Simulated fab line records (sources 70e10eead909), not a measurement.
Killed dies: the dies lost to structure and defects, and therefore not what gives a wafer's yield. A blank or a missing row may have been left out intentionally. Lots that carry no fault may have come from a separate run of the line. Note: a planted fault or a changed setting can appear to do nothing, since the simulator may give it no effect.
Matching of chambers / flow nand harc / rie diel-10 running NHARC_P_M0_DESCUM_14: 4 sister chambers
The step chemistry O2, time 3 s. 4 wafers are shown with their chamber, then 7 later ones without.

WAFERS WITH THEIR CHAMBER
wafer=L085.5; chamber=0; oes product au (a.u.)=0.996
wafer=L085.6; chamber=1; oes product au (a.u.)=0.999
wafer=L091.1; chamber=2; oes product au (a.u.)=0.988
wafer=L091.3; chamber=3; oes product au (a.u.)=1.015

WAFERS WHOSE CHAMBER IS MISSING
wafer=L091.4; oes product au (a.u.)=1.002
wafer=L094.1; oes product au (a.u.)=1.005
wafer=L094.5; oes product au (a.u.)=0.990
wafer=L094.6; oes product au (a.u.)=1.008
wafer=L097.3; oes product au (a.u.)=1.006
wafer=L097.4; oes product au (a.u.)=0.996
wafer=L097.6; oes product au (a.u.)=0.998

EACH ONE'S CHAMBER
wafer=L091.4; from the rows above=can't be placed: 1 or 0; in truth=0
wafer=L094.1; from the rows above=can't be placed: 1 or 0 or 3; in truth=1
wafer=L094.5; from the rows above=can't be placed: 2 or 0 or 1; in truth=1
wafer=L094.6; from the rows above=can't be placed: 3 or 1 or 0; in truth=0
wafer=L097.3; from the rows above=can't be placed: 1 or 3 or 0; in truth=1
wafer=L097.4; from the rows above=can't be placed: 0 or 1 or 2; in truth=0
wafer=L097.6; from the rows above=can't be placed: 1 or 0 or 2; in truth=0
0 of 7 placed correctly. Unplaceable from these rows: 7, with the true chamber sitting among the candidates in 7. 0 placed wrongly.
How it was worked out, from the rows above alone: a wafer's distance from a chamber is the root of the sum, over the readings, of the square of ((its reading less the chamber's mean) divided by the reading's scatter). The wafer belongs to the nearest chamber; if the next one is less than 2 further off, it can't be placed. The mean given for a chamber averages the wafers shown for that chamber. The scatter (one wafer shown for each chamber): square how far every hidden wafer sits from the nearest shown wafer, average those squares and take the square root.
